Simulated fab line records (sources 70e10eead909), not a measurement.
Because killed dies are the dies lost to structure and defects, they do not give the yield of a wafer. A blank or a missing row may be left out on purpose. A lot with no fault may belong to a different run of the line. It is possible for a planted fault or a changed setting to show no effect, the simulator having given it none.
fab line records + flow nand_harc
record:
- lots: 12
- wafers: 36
- last_day: 24
route steps=1159 shown A_STAIRCASE@551 END@1159
lots untouched by any fault: they come from a run of this same line in which no faults occurred
start_h: the number of hours between the record's first day and the start of the first shown wafer of the lot + wait_h: hours since the lot's step before + " same as the row above + L1.1+2: a row that stands for several wafers + - no value, or no start was given + * or withheld: withheld + < > ~ a bound
route shown NAME@n: NAME is a module with steps in the file, n the number in the route of the first one + usual: mean and standard deviation over wafers with no fault + same: alike in all rows + chamber/n: place in a boat + sites: per-site readings + _std_site: standard deviation of those values + _edge_site: mean of outer sites minus mean of inner sites + radius_mm: for every site, how far away it sits from the centre of the wafer + mask NAME#n: copy n + behind: the most recent tool/chamber to have shaped the wafer + hold: reason for holding the lot/hours on hold/outcome of the hold + device: the n, p or np transistor that did not switch + end of line: tests of these same wafers at the route's end + step lacking rows: just its recipe + killed: dies lost to structure and defects at the first sort, not the wafer's yield + map: shows each die of a wafer: x if killed, . if not, _ if none is there
set.NAME: setting as actually run; set.NAME@STEP: the setting as run at that earlier step + model.NAME: the simulator's own value behind a step, which no gauge read
steps of the route over a sample of lots; a table a step, a row a wafer
services: from which hour (start_h, from the record's first day; less than 0 if before it) a tool's chamber was out of use, for how many hours, and why
== steps ==
step: NHARC_A_STAIRCASE_ETCH_15
recipe:
- target_depth_a: 1000
- time_s: 40.5
- ion_energy_ev: 400
- c4f8_flow_sccm: 20
- o2_flow_sccm: 10
- ar_flow_sccm: withheld
- rf_w: 600
- bias_w: 1000
- chemistry: C4F8/O2
usual:
- chamber_pressure_mTorr: 24.998/0.026
- oes_product_au: 0.940/0.012
- rf_vpp_V: 896/5.3
same:
- time_s: 40.5
| lot.wafer | tool        | chamber | start_h | wait_h | chamber_pressure_mTorr | oes_product_au | rf_hours_counter_h | rf_vpp_V |
|-----------|-------------|---------|---------|--------|------------------------|----------------|--------------------|----------|
| L719.1    | rie_diel-06 | 2       | -       | -      | 24.979                 | 0.941          | 61                 | 898      |
| L719.3    | "           | 3       | "       | "      | 24.972                 | 0.946          | 62                 | 898      |
| L719.6    | "           | 1       | "       | "      | 25.010                 | 0.920          | -                  | 895      |
| L718.4    | rie_diel-02 | 3       | -       | -      | 25.014                 | 0.917          | 31                 | 886      |
| L718.1    | "           | 1       | "       | "      | 24.985                 | 0.947          | 25                 | 902      |
| L718.5    | "           | 3       | "       | "      | 24.993                 | 0.928          | -                  | 886      |
| L720.4    | rie_diel-02 | 3       | -       | -      | 24.992                 | 0.953          | 38                 | 887      |
| L720.2    | "           | 1       | "       | "      | 24.977                 | 0.941          | 35                 | 902      |
| L720.6    | "           | 3       | "       | "      | 25.033                 | 0.942          | -                  | 887      |
| L721.2    | rie_diel-02 | 1       | -       | -      | 25.026                 | 0.937          | 35                 | 900      |
| L721.4    | "           | 3       | "       | "      | 25.029                 | 0.919          | 40                 | 887      |
| L721.5    | "           | 1       | "       | "      | 24.977                 | 0.948          | -                  | 901      |
| L723.2    | rie_diel-02 | 1       | -       | -      | 24.973                 | 0.936          | 40                 | 901      |
| L723.3    | "           | 2       | "       | "      | 24.994                 | 0.930          | 44                 | 898      |
| L723.6    | "           | 0       | "       | "      | 25.003                 | 0.942          | -                  | 888      |
| L726.2    | rie_diel-06 | 1       | -       | -      | 24.986                 | 0.935          | 15                 | 895      |
| L726.3    | "           | 0       | "       | "      | 24.991                 | 0.948          | 16                 | 890      |
| L726.5    | "           | 2       | "       | "      | 24.987                 | 0.929          | -                  | 898      |
| L732.1    | rie_diel-06 | 1       | -       | -      | 24.968                 | 0.953          | 26                 | 893      |
| L732.3    | "           | 0       | "       | "      | 24.997                 | 0.949          | 27                 | 890      |
| L732.6    | "           | 1       | "       | "      | 25.030                 | 0.944          | -                  | 896      |
| L734.3    | rie_diel-07 | 2       | -       | -      | 24.985                 | 0.938          | 33                 | 905      |
| L734.1    | "           | 3       | "       | "      | 24.979                 | 0.923          | 33                 | 901      |
| L734.6    | "           | 1       | "       | "      | 25.005                 | 0.959          | -                  | 894      |
| L735.4    | rie_diel-06 | 0       | -       | -      | 25.059                 | 0.957          | 35                 | 890      |
| L735.3    | "           | 1       | "       | "      | 25.005                 | 0.932          | 33                 | 895      |
| L735.1    | "           | 2       | "       | "      | 25.050                 | 0.915          | 28                 | 898      |
| L736.1    | rie_diel-07 | 2       | -       | -      | 24.992                 | 0.937          | 39                 | 903      |
| L736.3    | "           | 1       | "       | "      | 24.988                 | 0.947          | 35                 | 894      |
| L736.6    | "           | 3       | "       | "      | 24.994                 | 0.935          | -                  | 902      |
| L738.3    | rie_diel-02 | 1       | -       | -      | 25.009                 | 0.953          | 8                  | 901      |
| L738.1    | "           | 2       | "       | "      | 24.985                 | 0.947          | 8                  | 898      |
| L738.5    | "           | 2       | "       | "      | 25.004                 | 0.952          | -                  | 897      |
| L739.1    | rie_diel-07 | 3       | -       | -      | 24.996                 | 0.932          | 50                 | 900      |
| L739.3    | "           | 0       | "       | "      | 25.015                 | 0.940          | 54                 | 902      |
| L739.2    | "           | 1       | "       | "      | 24.991                 | 0.956          | 45                 | 893      |
step: NHARC_A_STAIRCASE_TRIM_16
recipe:
- time_s: 211.2
- o2_flow_sccm: 500
- ar_flow_sccm: 0
- bias_w: 0
- chemistry: O2
usual:
- chamber_pressure_mTorr: 60.00/0.053
- drypump_motor_current_A: 6.1/0.37
- oes_product_au: 0.998/0.01
- rf_vpp_V: 57.7/1.1
- showerhead_plenum_p_Torr: 3.55/0.14
- throttle_valve_pct: 17.036/0.01
same:
- time_s: 211.2
| lot.wafer | tool        | chamber | start_h | wait_h | chamber_pressure_mTorr | drypump_motor_current_A | oes_product_au | rf_hours_counter_h | rf_vpp_V | showerhead_plenum_p_Torr | throttle_valve_pct |
|-----------|-------------|---------|---------|--------|------------------------|-------------------------|----------------|--------------------|----------|--------------------------|--------------------|
| L719.1    | rie_diel-06 | 3       | -       | -      | 59.97                  | 5.7                     | 0.997          | 62                 | 57.9     | 3.61                     | 17.047             |
| L719.3    | "           | 1       | "       | "      | 59.99                  | 6.2                     | 0.990          | 58                 | 58.4     | 3.52                     | 17.041             |
| L719.6    | "           | 3       | "       | "      | 59.90                  | 5.7                     | 0.997          | -                  | 57.3     | 3.61                     | 17.039             |
| L718.1    | rie_diel-02 | 3       | -       | -      | 60.05                  | 5.8                     | 0.995          | 31                 | 56.5     | 3.29                     | 17.040             |
| L718.4    | "           | 1       | "       | "      | 60.05                  | 6.7                     | 1.000          | 25                 | 59.5     | 3.69                     | 17.025             |
| L718.5    | "           | 3       | "       | "      | 59.96                  | 5.9                     | 0.996          | -                  | 55.9     | 3.29                     | 17.017             |
| L720.2    | rie_diel-02 | 1       | -       | -      | 60.00                  | 6.7                     | 0.999          | 35                 | 58.8     | 3.68                     | 17.027             |
| L720.4    | "           | 2       | "       | "      | 59.96                  | 6.3                     | 0.987          | 38                 | 56.8     | 3.61                     | 17.035             |
| L720.6    | "           | 0       | "       | "      | 60.00                  | 5.7                     | 0.983          | -                  | 56.6     | 3.28                     | 17.041             |
| L721.2    | rie_diel-02 | 1       | -       | -      | 60.11                  | 6.8                     | 0.999          | 36                 | 58.3     | 3.68                     | 17.027             |
| L721.4    | "           | 2       | "       | "      | 59.90                  | 6.3                     | 0.980          | 40                 | 57.4     | 3.61                     | 17.033             |
| L721.5    | "           | 2       | "       | "      | 60.02                  | 6.3                     | 0.988          | -                  | 58.6     | 3.61                     | 17.024             |
| L723.3    | rie_diel-02 | 1       | -       | -      | 59.97                  | 6.7                     | 0.990          | 40                 | 58.4     | 3.68                     | 17.033             |
| L723.2    | "           | 2       | "       | "      | 59.91                  | 6.3                     | 0.981          | 44                 | 58.2     | 3.61                     | 17.036             |
| L723.6    | "           | 3       | "       | "      | 59.97                  | 5.9                     | 0.996          | -                  | 58.0     | 3.28                     | 17.033             |
| L726.3    | rie_diel-06 | 2       | -       | -      | 59.97                  | 6.4                     | 0.990          | 14                 | 56.6     | 3.59                     | 17.026             |
| L726.2    | "           | 0       | "       | "      | 60.00                  | 6.3                     | 1.011          | 16                 | 57.6     | 3.36                     | 17.044             |
| L726.5    | "           | 2       | "       | "      | 59.94                  | 6.4                     | 0.981          | -                  | 55.8     | 3.59                     | 17.035             |
| L732.1    | rie_diel-06 | 3       | -       | -      | 60.01                  | 5.7                     | 1.000          | 27                 | 58.2     | 3.59                     | 17.032             |
| L732.3    | "           | 0       | "       | "      | 60.00                  | 6.3                     | 1.010          | 27                 | 58.8     | 3.36                     | 17.025             |
| L732.6    | "           | 2       | "       | "      | 60.01                  | 6.5                     | 0.978          | -                  | 59.3     | 3.59                     | 17.041             |
| L734.1    | rie_diel-07 | 2       | -       | -      | 59.94                  | 6.0                     | 1.002          | 33                 | 57.6     | 3.75                     | 17.043             |
| L734.3    | "           | 3       | "       | "      | 59.99                  | 5.5                     | 0.988          | 34                 | 57.2     | 3.67                     | 17.022             |
| L734.6    | "           | 3       | "       | "      | 59.99                  | 5.5                     | 0.983          | -                  | 57.4     | 3.67                     | 17.046             |
| L735.3    | rie_diel-06 | 1       | -       | -      | 59.98                  | 6.3                     | 1.002          | 33                 | 57.0     | 3.50                     | 17.049             |
| L735.1    | "           | 2       | "       | "      | 59.91                  | 6.4                     | 0.995          | 28                 | 57.0     | 3.58                     | 17.043             |
| L735.4    | "           | 0       | "       | "      | 59.94                  | 6.3                     | 1.018          | 35                 | 57.9     | 3.35                     | 17.035             |
| L736.1    | rie_diel-07 | 2       | -       | -      | 60.02                  | 6.0                     | 1.012          | 39                 | 57.9     | 3.75                     | 17.031             |
| L736.3    | "           | 0       | "       | "      | 60.07                  | 6.3                     | 1.002          | 43                 | 58.5     | 3.67                     | 17.030             |
| L736.6    | "           | 2       | "       | "      | 59.92                  | 6.0                     | 0.988          | -                  | 58.2     | 3.75                     | 17.033             |
| L738.1    | rie_diel-02 | 1       | -       | -      | 59.99                  | 6.7                     | 1.013          | 8                  | 57.5     | 3.66                     | 17.042             |
| L738.3    | "           | 2       | "       | "      | 59.94                  | 6.3                     | 0.999          | 8                  | 58.1     | 3.59                     | 17.046             |
| L738.5    | "           | 3       | "       | "      | 59.87                  | 5.8                     | 1.002          | -                  | 56.4     | 3.80                     | 17.059             |
| L739.3    | rie_diel-07 | 2       | -       | -      | 59.90                  | 6.0                     | 1.009          | 47                 | 58.6     | 3.74                     | 17.050             |
| L739.1    | "           | 3       | "       | "      | 60.03                  | 5.5                     | 0.980          | 50                 | 59.0     | 3.66                     | 17.035             |
| L739.2    | "           | 0       | "       | "      | 60.04                  | 6.3                     | 1.008          | 54                 | 56.1     | 3.66                     | 17.026             |
step: NHARC_A_STAIRCASE_ETCH_19
recipe:
- target_depth_a: 1000
- time_s: 40.5
- ion_energy_ev: 400
- c4f8_flow_sccm: 20
- o2_flow_sccm: 10
- ar_flow_sccm: withheld
- rf_w: 600
- bias_w: 1000
- chemistry: C4F8/O2
usual:
- chamber_pressure_mTorr: 25.000/0.023
- oes_product_au: 0.944/0.012
- rf_vpp_V: 896/5.4
same:
- time_s: 40.5
| lot.wafer | tool        | chamber | start_h | wait_h | chamber_pressure_mTorr | oes_product_au | rf_hours_counter_h | rf_vpp_V |
|-----------|-------------|---------|---------|--------|------------------------|----------------|--------------------|----------|
| L719.1    | rie_diel-06 | 2       | 233.10  | -      | 25.037                 | 0.943          | 62                 | 897      |
| L719.3    | "           | 0       | "       | "      | 24.978                 | 0.946          | 58                 | 891      |
| L719.6    | "           | 3       | "       | "      | 24.985                 | 0.947          | -                  | 898      |
| L718.1    | rie_diel-02 | 1       | 234.90  | -      | 24.999                 | 0.961          | 26                 | 901      |
| L718.4    | "           | 2       | "       | "      | 25.002                 | 0.938          | 31                 | 899      |
| L718.5    | "           | 2       | "       | "      | 25.006                 | 0.938          | -                  | 899      |
| L720.2    | rie_diel-02 | 1       | 253.11  | -      | 25.014                 | 0.949          | 35                 | 902      |
| L720.4    | "           | 0       | "       | "      | 24.974                 | 0.943          | 39                 | 886      |
| L720.6    | "           | 1       | "       | "      | 24.995                 | 0.955          | -                  | 902      |
| L721.2    | rie_diel-02 | 3       | 256.05  | -      | 24.987                 | 0.936          | 40                 | 888      |
| L721.4    | "           | 1       | "       | "      | 25.001                 | 0.931          | 36                 | 900      |
| L721.5    | "           | 3       | "       | "      | 24.973                 | 0.935          | -                  | 886      |
| L723.2    | rie_diel-02 | 0       | 266.10  | -      | 25.015                 | 0.940          | 45                 | 885      |
| L723.3    | "           | 1       | "       | "      | 25.005                 | 0.947          | 40                 | 900      |
| L723.6    | "           | 2       | "       | "      | 24.986                 | 0.927          | -                  | 899      |
| L726.3    | rie_diel-06 | 2       | 286.78  | -      | 25.004                 | 0.940          | 14                 | 898      |
| L726.2    | "           | 0       | "       | "      | 24.997                 | 0.965          | 16                 | 890      |
| L726.5    | "           | 2       | "       | "      | 25.006                 | 0.931          | -                  | 900      |
| L732.3    | rie_diel-06 | 1       | 325.51  | -      | 25.057                 | 1.088          | 26                 | 895      |
| L732.1    | "           | 3       | "       | "      | 25.016                 | 0.935          | 27                 | 898      |
| L732.6    | "           | 1       | "       | "      | 24.977                 | 0.952          | -                  | 896      |
| L734.1    | rie_diel-07 | 2       | 334.76  | -      | 24.976                 | 0.949          | 33                 | 904      |
| L734.3    | "           | 3       | "       | "      | 25.002                 | 0.933          | 34                 | 900      |
| L734.6    | "           | 2       | "       | "      | 24.958                 | 0.947          | -                  | 903      |
| L735.3    | rie_diel-06 | 2       | 340.27  | -      | 25.003                 | 1.078          | 29                 | 898      |
| L735.4    | "           | 0       | "       | "      | 24.974                 | 1.100          | 35                 | 890      |
| L735.1    | "           | 1       | "       | "      | 25.015                 | 0.950          | 33                 | 893      |
| L736.3    | rie_diel-07 | 1       | 347.53  | -      | 25.032                 | 0.943          | 35                 | 895      |
| L736.1    | "           | 0       | "       | "      | 25.004                 | 0.951          | 43                 | 903      |
| L736.6    | "           | 1       | "       | "      | 24.992                 | 0.952          | -                  | 894      |
| L738.1    | rie_diel-02 | 1       | 358.28  | -      | 25.023                 | 0.956          | 9                  | 900      |
| L738.3    | "           | 2       | "       | "      | 25.034                 | 0.943          | 9                  | 899      |
| L738.5    | "           | 1       | "       | "      | 25.033                 | 0.964          | -                  | 899      |
| L739.1    | rie_diel-07 | 0       | 372.86  | -      | 25.011                 | 0.962          | 54                 | 900      |
| L739.3    | "           | 2       | "       | "      | 24.988                 | 0.942          | 47                 | 903      |
| L739.2    | "           | 3       | "       | "      | 24.980                 | 0.936          | 50                 | 901      |
step: NHARC_A_STAIRCASE_ETCH_21
recipe:
- target_depth_a: 1000
- time_s: 40.5
- ion_energy_ev: 400
- c4f8_flow_sccm: 20
- o2_flow_sccm: 10
- ar_flow_sccm: withheld
- rf_w: 600
- bias_w: 1000
- chemistry: C4F8/O2
usual:
- chamber_pressure_mTorr: 24.998/0.022
- oes_product_au: 0.944/0.015
- rf_vpp_V: 896/4.8
same:
- time_s: 40.5
| lot.wafer | tool        | chamber | start_h | wait_h | chamber_pressure_mTorr | oes_product_au | rf_hours_counter_h | rf_vpp_V |
|-----------|-------------|---------|---------|--------|------------------------|----------------|--------------------|----------|
| L719.3    | rie_diel-06 | 0       | -       | -      | 24.990                 | 0.943          | 58                 | 891      |
| L719.1    | "           | 2       | "       | "      | 24.988                 | 0.947          | 62                 | 898      |
| L719.6    | "           | 0       | "       | "      | 24.975                 | 0.945          | -                  | 889      |
| L718.4    | rie_diel-06 | 1       | -       | -      | 24.988                 | 0.953          | 59                 | 898      |
| L718.1    | "           | 2       | "       | "      | 25.005                 | 0.966          | 63                 | 899      |
| L718.5    | "           | 3       | "       | "      | 24.984                 | 0.978          | -                  | 898      |
| L720.4    | rie_diel-02 | 3       | -       | -      | 25.026                 | 0.951          | 39                 | 887      |
| L720.2    | "           | 2       | "       | "      | 24.968                 | 0.946          | 39                 | 901      |
| L720.6    | "           | 0       | "       | "      | 24.990                 | 0.922          | -                  | 887      |
| L721.2    | rie_diel-06 | 3       | -       | -      | 25.019                 | 0.940          | 3                  | 899      |
| L721.4    | "           | 1       | "       | "      | 24.936                 | 0.956          | 3                  | 896      |
| L721.5    | "           | 3       | "       | "      | 24.989                 | 0.941          | -                  | 898      |
| L723.2    | rie_diel-02 | 1       | -       | -      | 24.983                 | 0.936          | 40                 | 902      |
| L723.3    | "           | 2       | "       | "      | 25.005                 | 0.936          | 44                 | 898      |
| L723.6    | "           | 2       | "       | "      | 24.982                 | 0.924          | -                  | 899      |
| L726.3    | rie_diel-06 | 2       | -       | -      | 24.994                 | 0.933          | 14                 | 899      |
| L726.2    | "           | 3       | "       | "      | 25.044                 | 0.950          | 15                 | 899      |
| L726.5    | "           | 3       | "       | "      | 24.997                 | 0.952          | -                  | 897      |
| L732.3    | rie_diel-06 | 2       | -       | -      | 24.977                 | 0.939          | 22                 | 897      |
| L732.1    | "           | 0       | "       | "      | 24.988                 | 0.936          | 27                 | 890      |
| L732.6    | "           | 2       | "       | "      | 25.028                 | 0.931          | -                  | 899      |
| L734.1    | rie_diel-06 | 3       | -       | -      | 24.992                 | 0.932          | 31                 | 898      |
| L734.3    | "           | 0       | "       | "      | 25.009                 | 0.952          | 32                 | 890      |
| L734.6    | "           | 0       | "       | "      | 25.053                 | 0.943          | -                  | 889      |
| L735.4    | rie_diel-07 | 1       | -       | -      | 25.014                 | 0.943          | 32                 | 895      |
| L735.3    | "           | 3       | "       | "      | 24.999                 | 0.925          | 38                 | 902      |
| L735.1    | "           | 0       | "       | "      | 24.981                 | 0.951          | 40                 | 901      |
| L736.3    | rie_diel-07 | 0       | -       | -      | 25.009                 | 0.937          | 43                 | 902      |
| L736.1    | "           | 2       | "       | "      | 25.028                 | 0.931          | 39                 | 904      |
| L736.6    | "           | 3       | "       | "      | 25.000                 | 0.922          | -                  | 902      |
| L738.3    | rie_diel-02 | 1       | -       | -      | 25.003                 | 0.956          | 9                  | 901      |
| L738.1    | "           | 2       | "       | "      | 25.007                 | 0.934          | 9                  | 897      |
| L738.5    | "           | 2       | "       | "      | 24.977                 | 0.955          | -                  | 899      |
| L739.3    | rie_diel-06 | 2       | -       | -      | 25.032                 | 0.911          | 39                 | 897      |
| L739.1    | "           | 3       | "       | "      | 25.019                 | 0.931          | 44                 | 898      |
| L739.2    | "           | 0       | "       | "      | 24.977                 | 0.918          | 46                 | 890      |
step: NHARC_END_SORT_01
recipe:
- temp_c: 25
usual:
- killed_at_array: 26/9
- killed_at_other: 0.8/1.2
- killed_at_periphery: 3.2/2.3
- killed_dies: 30/9.1
- killed_open: 3.5/2
- killed_short: 1.8/1.4
same:
- gross_dies: 677
| lot.wafer | tool      | chamber | start_h | wait_h | killed_at_array | killed_at_other | killed_at_periphery | killed_dies | killed_open | killed_short |
|-----------|-----------|---------|---------|--------|-----------------|-----------------|---------------------|-------------|-------------|--------------|
| L732.1    | prober-01 | 0       | 521.96  | 2.6    | 42              | 1               | 2                   | 45          | 4           | 2            |
| L732.3    | prober-01 | 0       | 523.55  | 3.1    | 287             | 0               | 2                   | 289         | 2           | 4            |
| L732.6    | prober-01 | 0       | 525.93  | 4.0    | 42              | 0               | 2                   | 44          | 5           | 1            |
| L735.1    | prober-01 | 0       | 542.76  | 2.5    | 28              | 0               | 3                   | 31          | 4           | 1            |
| L735.3    | prober-01 | 0       | 544.36  | 3.1    | 300             | 0               | 1                   | 301         | 2           | 1            |
| L735.4    | prober-01 | 0       | 545.16  | 3.4    | 310             | 1               | 5                   | 316         | 5           | 0            |
killed by level:class
L732.1 A_CHANNEL_HOLE_D1:chamber_film_flake=18 A_SGD_CUT:chamber_film_flake=10 A_STAIRCASE:chamber_film_flake=4 A_CONTACT:chamber_film_flake=4 A_M0:geometric_particle:open=2 A_ONON_D1:geometric_particle:open=1 A_CHANNEL_HOLE_D1:geometric_particle:open=1 A_CHANNEL_HOLE_D1:geometric_particle:short=1
L732.3 A_STAIRCASE:area_etch=249 A_CHANNEL_HOLE_D1:chamber_film_flake=20 A_SGD_CUT:chamber_film_flake=6 A_STAIRCASE:chamber_film_flake=3 A_CONTACT:chamber_film_flake=3 P_M2:geometric_particle:open=1 A_ONON_D1:geometric_particle:short=1 A_CHANNEL_FILL_D1:geometric_particle:short=1
L732.6 A_CHANNEL_HOLE_D1:chamber_film_flake=24 A_STAIRCASE:chamber_film_flake=5 A_SGD_CUT:chamber_film_flake=5 A_CONTACT:chamber_film_flake=3 P_STI:geometric_particle:open=2 A_SGD_CUT:geometric_particle:open=2 A_CHANNEL_HOLE_D1:geometric_particle:short=1 A_CONTACT:geometric_particle:open=1
L735.1 A_CHANNEL_HOLE_D1:chamber_film_flake=15 A_STAIRCASE:chamber_film_flake=4 A_CONTACT:chamber_film_flake=3 P_STI:chamber_film_flake=2 A_M0:chamber_film_flake=2 P_CONTACT:geometric_particle:open=1 A_ONON_D1:geometric_particle:open=1 A_CHANNEL_FILL_D1:geometric_particle:short=1
L735.3 A_STAIRCASE:area_etch=265 A_CHANNEL_HOLE_D1:chamber_film_flake=16 A_CONTACT:chamber_film_flake=10 A_STAIRCASE:chamber_film_flake=3 A_M0:chamber_film_flake=3 A_CONTACT:geometric_particle:open=2 A_ONON_D1:geometric_particle:short=1 P_ZERO_WELL:chamber_film_flake=1
L735.4 A_STAIRCASE:area_etch=275 A_CHANNEL_HOLE_D1:chamber_film_flake=23 A_CONTACT:chamber_film_flake=4 P_CONTACT:geometric_particle:open=2 P_STI:chamber_film_flake=2 A_STAIRCASE:chamber_film_flake=2 A_M0:chamber_film_flake=2 A_WL_FILL:geometric_particle:open=1
== services ==
| tool        | chamber | start_h | hours | kind       |
|-------------|---------|---------|-------|------------|
| rie_diel-07 | 1       | 209.74  | 2.7   | repair     |
| rie_diel-06 | 0       | 220.33  | -     | clean      |
| rie_diel-06 | 1       | 220.33  | -     | clean      |
| rie_diel-06 | 2       | 220.33  | -     | clean      |
| rie_diel-06 | 3       | 220.33  | -     | clean      |
| rie_diel-07 | -       | 228.23  | 9.0   | pm         |
| rie_diel-06 | -       | 241.20  | 9.0   | pm         |
| rie_diel-06 | 0       | 241.20  | 9.0   | vent_cycle |
| rie_diel-06 | 1       | 241.20  | 9.0   | vent_cycle |
| rie_diel-06 | 2       | 241.20  | 9.0   | vent_cycle |
| rie_diel-06 | 3       | 241.20  | 9.0   | vent_cycle |
| rie_diel-06 | 0       | 250.20  | -     | clean      |
| rie_diel-06 | 1       | 250.20  | -     | clean      |
| rie_diel-06 | 2       | 250.20  | -     | clean      |
| rie_diel-06 | 3       | 250.20  | -     | clean      |
| rie_diel-06 | 0       | 274.70  | -     | clean      |
| rie_diel-06 | 1       | 274.70  | -     | clean      |
| rie_diel-06 | 2       | 274.70  | -     | clean      |
| rie_diel-06 | 3       | 274.70  | -     | clean      |
| rie_diel-07 | 1       | 287.55  | 13.4  | repair     |
| rie_diel-06 | 2       | 289.33  | 6.8   | repair     |
| rie_diel-02 | 0       | 318.79  | 4.1   | repair     |
| rie_diel-02 | -       | 327.76  | 9.0   | pm         |
| rie_diel-06 | 3       | 360.12  | 2.1   | repair     |
== key ==
first_sign:
- step: NHARC_A_STAIRCASE_ETCH_19
- reading: oes_product_au
- direction: up
- sigmas: 12
- usual: 0.944
- struck: 1.089
effect:
- step: NHARC_END_SORT_01
- reading: killed_at_array
- direction: up
- sigmas: 30
- usual: 26
- struck: 299
more_kills_born_at:
- NHARC_A_STAIRCASE_ETCH_19@rie_diel-06: 789
met_at NHARC_A_STAIRCASE_ETCH_19
struck_lots L732,L735
struck_wafers L732.3,L735.3,L735.4
tester_left_out L732,L735
not_acting_at NHARC_A_STAIRCASE_ETCH_15,NHARC_A_STAIRCASE_TRIM_16,NHARC_A_STAIRCASE_ETCH_21
onset_between 286.78 325.51
fault:
- kind: process_parameter_drift
- tool: rie_diel-06
- chamber: -
- onset_h: 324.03
- steps: NHARC_A_STAIRCASE_ETCH_19
- channel: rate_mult
- offset: 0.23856
- shape: step
- end_h: 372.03
- scope: struck_wafers_only
tester_left_out: of these lots the tester's yield and bins aren't shown, on N5 and GAA mostly nor the transistor test; their killed dies are dies lost to structure and defects alone, not to doping, threshold or leakage, so they don't give the yield
